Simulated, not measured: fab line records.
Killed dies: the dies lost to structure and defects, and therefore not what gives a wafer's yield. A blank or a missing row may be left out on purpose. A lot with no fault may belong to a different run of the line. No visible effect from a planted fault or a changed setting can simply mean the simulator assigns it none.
Matching of chambers ; flow n5Finfet ; N5_MOL_CONTACT_COAG_CO_FILL_22 on cvdCo-02: 3 sister chambers
The step material Co, precursor CCTBA/H2, target thk 20 nm. 20 wafers are shown with their chamber, then 10 later ones without.

## WAFERS PAIRED WITH THEIR CHAMBERS
wafer;chamber;heaterPowerW (W)
L074.3;2;251
L074.4;0;212
L074.5;1;300
L076.2;2;239
L076.3;0;208
L076.4;2;239
L077.1;1;296
L077.3;2;241
L077.4;1;304
L085.3;2;235
L085.4;1;300
L085.5;0;209
L088.2;0;217
L088.4;2;236
L088.5;0;206
L089.1;2;239
L089.5;2;240
L089.6;1;294
L090.1;0;213
L090.2;1;297

SIGNATURES, as means of the wafers listed above
reading;chamber 0;chamber 1;chamber 2;scatter within a chamber
heaterPowerW;210.83;298.50;240.00;4.26
Rule: a wafer lies at a distance from a chamber equal to the root of the sum of squares, over the readings, of (its reading less the chamber's mean, divided by the reading's scatter). The wafer belongs to the nearest chamber; if the next one is less than 2 further off, it can't be placed. How the scatter is found: for the shown wafers, subtract from each reading the mean of its chamber, square and add these, divide the total by (wafers less chambers), then take the root.

## WAFERS WITH NO CHAMBER GIVEN
wafer;heaterPowerW (W)
L090.5;241
L095.2;248
L095.3;302
L095.5;215
L096.1;302
L096.2;243
L096.4;242
L097.1;244
L097.4;215
L097.6;298

## EACH ONE'S CHAMBER
wafer;from the rows above;in truth
L090.5;2;2
L095.2;2;2
L095.3;1;1
L095.5;0;0
L096.1;1;1
L096.2;2;2
L096.4;2;2
L097.1;2;2
L097.4;0;0
L097.6;1;1
Correctly placed: 10 of 10. From these rows, 0 cannot be placed. Wrongly placed: 0.
